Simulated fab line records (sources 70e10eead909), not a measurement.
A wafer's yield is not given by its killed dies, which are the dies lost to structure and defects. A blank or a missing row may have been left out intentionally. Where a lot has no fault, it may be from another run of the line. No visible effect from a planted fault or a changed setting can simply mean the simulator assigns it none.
Chamber matching -- flow nand-harc -- 4 sister chambers for NHARC_A_CONTACT_ETCH_110 on rie-diel-11
The step etches the open film in CF4/O2, target depth 60 nm, overetch 6 nm, time 33 s. 33 wafers are shown with their chamber, then 12 later ones without.

WAFERS WITH THEIR CHAMBER
wafer,chamber,showerhead-plenum-p-Torr (Torr),drypump-motor-current-A (A),rf-vpp-V (V)
L074.1,1,1.36,6.0,199.1
L074.2,2,1.36,5.4,199.1
L074.5,3,1.40,6.2,199.0
L075.1,1,1.36,6.0,198.0
L075.2,0,1.31,5.8,196.0
L075.6,2,1.36,5.4,197.5
L080.1,3,1.40,6.2,199.2
L080.2,1,1.36,6.0,197.2
L080.3,0,1.31,5.8,198.0
L081.2,1,1.35,6.0,197.2
L081.3,2,1.36,5.3,197.9
L081.4,2,1.36,5.3,198.2
L079.2,1,1.35,6.0,198.4
L079.4,3,1.40,6.3,199.4
L079.5,2,1.36,5.4,197.2
L082.1,3,1.40,6.2,199.6
L082.2,0,1.30,5.8,197.3
L082.5,1,1.35,6.0,199.9
L083.3,2,1.36,5.4,199.4
L083.4,1,1.35,6.0,198.4
L083.6,2,1.36,5.3,199.6
L087.1,0,1.30,5.8,197.0
L087.4,2,1.36,5.4,199.5
L087.6,1,1.35,6.0,199.7
L091.1,0,1.30,5.8,197.7
L091.3,3,1.39,6.2,199.3
L091.4,1,1.35,6.0,198.4
L090.1,1,1.35,5.9,198.4
L090.2,2,1.36,5.3,197.3
L090.4,2,1.36,5.4,198.3
L093.1,0,1.30,5.7,195.7
L093.2,2,1.36,5.3,197.9
L093.4,1,1.35,6.0,197.2

SIGNATURES, as means of the wafers listed above
reading,chamber 0,chamber 1,chamber 2,chamber 3,scatter within a chamber
showerhead-plenum-p-Torr,1.3033,1.3527,1.3600,1.3980,0.00386
drypump-motor-current-A,5.783,5.991,5.355,6.220,0.0426
rf-vpp-V,196.950,198.355,198.355,199.300,0.86
Rule: a wafer lies at a distance from a chamber equal to the root of the sum of squares, over the readings, of (its reading less the chamber's mean, divided by the reading's scatter). If the next closest chamber is less than 2 further off than the closest, the wafer can't be placed; otherwise it belongs to the closest. The scatter: take each reading less its chamber's mean, square it, sum over the shown wafers, divide by the number of wafers less the number of chambers, and take the root.

WAFERS MISSING THEIR CHAMBER
wafer,showerhead-plenum-p-Torr (Torr),drypump-motor-current-A (A),rf-vpp-V (V)
L095.1,1.39,6.2,200.5
L095.2,1.30,5.8,197.3
L095.4,1.35,6.0,197.6
L094.3,1.30,5.8,197.5
L094.4,1.35,6.0,197.9
L094.6,1.39,6.2,198.5
L097.2,1.39,6.2,199.1
L097.3,1.36,5.4,197.5
L097.4,1.35,6.0,198.5
L096.2,1.39,6.2,198.7
L096.3,1.36,5.4,197.8
L096.6,1.35,6.0,199.8

EACH ONE'S CHAMBER
wafer,from the rows above,in truth
L095.1,3,3
L095.2,0,0
L095.4,1,1
L094.3,0,0
L094.4,1,1
L094.6,3,3
L097.2,3,3
L097.3,2,2
L097.4,1,1
L096.2,3,3
L096.3,2,2
L096.6,1,1
Correctly placed: 12 of 12. From these rows, 0 cannot be placed. Wrongly placed: 0.
